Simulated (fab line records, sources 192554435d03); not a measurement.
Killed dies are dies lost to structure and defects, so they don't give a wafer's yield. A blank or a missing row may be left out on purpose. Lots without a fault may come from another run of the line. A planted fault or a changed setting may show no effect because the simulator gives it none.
A struck lot beside a sound one | flow n5_finfet | 39 steps out of a route of 1938
Sound: wafers L753.1, L753.4, L753.6. Struck: wafers L760.5, L760.6. The cause comes at the end.
At each step with rows: each side's tool, then ch and its chambers, then its first start. Under that, the readings that differ: sound wafers | struck wafers | difference of the means | sigmas: that difference in standard deviations of wafers without a fault.
alike: readings whose means differ by less than 2 such deviations, and words and numbers that are the same on both sides. not compared: withheld readings, readings that some wafer has no value for, bounds like >300 that may hide the same value, and numbers for which the record gives no deviation and whose values overlap.
The two part at a step that has a row with sigmas, a row that says differs or no value, or rows on one side only. Numbers that don't overlap but have no deviation are shown without sigmas and don't part them. A reading that every wafer of one side lacks parts them only if that side has two wafers or more.

first, 12 steps without rows for these wafers: N5_MOL_CONTACT_COAG_PRECLEAN_111 (cleans in NF3:NH3, afs cycles 1, time 20 s, sublimation time 60 s); N5_MOL_CONTACT_COAG_TI_SIL_19 (material Ti, target thk 4.2 nm, time 15 s); N5_MOL_CONTACT_COAG_ALD_20 (deposits TiN, target thk 1.5 nm, pulse time 1 s, purge time 3 s); N5_MOL_CONTACT_COAG_SIL_ANNEAL_21 (time 60 s); N5_MOL_CONTACT_COAG_PRE_CLEAN_141 (time 60 s); N5_MOL_CONTACT_COAG_SPUTTER_143 (material Co, target thk 2.5 nm); N5_MOL_CONTACT_COAG_CO_FILL_22 (material Co, precursor CCTBA/H2, target thk 20 nm); N5_MOL_CONTACT_COAG_ANNEAL_113 (time 300 s); N5_MOL_CONTACT_COAG_PRE_CLEAN_142 (time 60 s); N5_MOL_CONTACT_COAG_SPUTTER_130 (material Co, target thk 47.5 nm); N5_MOL_CONTACT_COAG_PRECLEAN_125 (cleans in DIW, time 57.5 s); N5_MOL_CONTACT_COAG_SRD_126 (dry time 32 s).
N5_MOL_CONTACT_COAG_CMP_23: polishes, stops on SiO2, t overpolish 1.5 s, target thk 0 nm.
  sound on cmp-03 ch 1,2,3, day 5 08:22; struck on cmp-03 ch 0,3, day 7 05:17
  reading                                       | sound          | struck    | difference | sigmas
  time_to_endpoint_s (s)                        | 7.0 9.4 9.7    | 21.0 18.9 | +11.2      | +4
  model.SiNx_of_GATE_CUT_SAC_CAP_01.thk_nm (nm) | 18.2 18.4 18.4 | 19.4 19.4 | +1.1       |
  alike: motor_current_A, overpolish_run_s
then, 3 steps without rows for these wafers: N5_MOL_CONTACT_COAG_WET_ETCH_26 (target Co, target depth 13 nm); N5_MOL_CONTACT_COAG_WET_ETCH_116 (etches the open film in SC1-inhibited, target depth 4.6 nm, rinse time 30 s); N5_MOL_CONTACT_COAG_ALD_27 (deposits SiOC, target thk 17 nm, pulse time 1.5 s, time 2720 s).
N5_MOL_CONTACT_COAG_CMP_28: polishes, stops on SiNx, t overpolish 0.85 s, target thk 14.522 nm.
  sound on cmp-02 ch 0,2,3, day 5 10:45; struck on cmp-02 ch 0,1, day 7 07:41
  reading                                       | sound    | struck | difference | sigmas
  model.SiNx_of_GATE_CUT_SAC_CAP_01.thk_nm (nm) | 18 18 18 | 19 19  | +1         |
  alike: motor_current_A
N5_MOL_CONTACT_COAG_THK_MEAS_29:
  sound on film_metro-02, day 5 10:58; struck on film_metro-02, day 7 07:50
  reading         | sound             | struck      | difference | sigmas
  MD_CAP_THK (nm) | 17.96 17.98 17.96 | 18.96 18.93 | +0.98      | +13
then, 19 steps without rows for these wafers: N5_MOL_CONTACT_COAG_ALD_123 (deposits SiNx, target thk 5 nm, pulse time 1 s, purge time 2 s); N5_MOL_CONTACT_COAG_PECVD_31 (deposits SiO2 from TEOS/O2, target thk 46 nm, time 8.9 s); N5_MOL_CONTACT_COAG_COAT_75 (time 60 s, resist thk 60 nm); N5_MOL_CONTACT_COAG_COAT_76 (time 60 s, resist thk 10 nm); N5_MOL_CONTACT_COAG_COAT_77 (time 60 s, resist thk 10 nm); N5_MOL_CONTACT_COAG_COAT_78 (resist thk 40 nm); N5_MOL_CONTACT_COAG_EBR_80; N5_MOL_CONTACT_COAG_SOFTBAKE_79 (time 60 s); N5_MOL_CONTACT_COAG_EXPOSE_81 (exposes mask VG, defocus 0 nm); N5_MOL_CONTACT_COAG_PEB_82 (peb time 60 s); N5_MOL_CONTACT_COAG_DEVELOP_83 (develop time 30 s); N5_MOL_CONTACT_COAG_DESCUM_88 (chemistry O2, time 7 s); N5_MOL_CONTACT_COAG_ETCH_89 (etches underlayer in N2/H2, target depth 13 nm, time 10.4 s); N5_MOL_CONTACT_COAG_ETCH_90 (etches SiARC in CF4, target depth 13 nm, time 21.7 s); N5_MOL_CONTACT_COAG_ALD_131 (deposits SiO2, target thk 5 nm, pulse time 1 s, co reactant pulse time 1 s); N5_MOL_CONTACT_COAG_ETCHBACK_132 (etches SiO2 in CHF3, target depth 10 nm, time 6.7 s); N5_MOL_CONTACT_COAG_ETCH_91 (etches SOC in N2/H2, target depth 60 nm, overetch 21 nm, time 101.2 s); N5_MOL_CONTACT_COAG_STRIP_92 (strips in N2/H2); N5_MOL_CONTACT_COAG_STRIP_93 (strips in N2/H2).
N5_MOL_CONTACT_COAG_ETCH_47: etches SiNx in CH3F/O2, stops on W, target depth 27 nm.
  sound on rie_diel-01 ch 1,2,3, day 5 13:09; struck on rie_diel-04 ch 2,3, day 7 10:11
  reading                                      | sound             | struck      | difference | sigmas
  etch_rf_on_time_s (s)                        | 31.7 31.8 30.8    | 33.4 32.8   | +1.7       | +3
  model.etch.t_clear_s (s)                     | 26.43 26.53 25.67 | 27.87 27.32 | +1.38      |
  model.etch.depth_nm (nm)                     | 17.91 17.99 17.99 | 18.95 18.96 | +0.99      |
  model.MOL_CONTACT_COAG.feature_depth_nm (nm) | 18.4 18.6 18.6    | 19.6 19.6   | +1.1       |
  alike: O2_flow_sccm, drypump_motor_current_A, oes_product_au, rf_vpp_V, showerhead_plenum_p_Torr, throttle_valve_pct
  not compared: rf_hours_counter_h
-- the record jumps here: 8 days lie between the struck wafers' starts before and after (it left off in module MOL_CONTACT_COAG and takes up again in module PASSIVATION, whose first step shown is number 1936 of the route) --
N5_PASSIVATION_PROBE_49:
  sound on prober-02, day 13 09:35; struck on prober-02, day 15 04:34
  alike: killed_at_M0_to_M3, killed_at_M4_up, killed_at_contacts, killed_at_front_end, killed_at_other, killed_dies, killed_open, killed_short

WHERE THEY PART
First at N5_MOL_CONTACT_COAG_CMP_23; last, within this record, at N5_MOL_CONTACT_COAG_ETCH_47. Later steps at which nothing parts them and some readings are alike: N5_PASSIVATION_PROBE_49.

WHY: what the simulator had put in
Process parameter drift: cmp-03, from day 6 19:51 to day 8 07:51, at N5_MOL_CONTACT_COAG_CMP_23. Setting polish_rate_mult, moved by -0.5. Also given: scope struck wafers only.
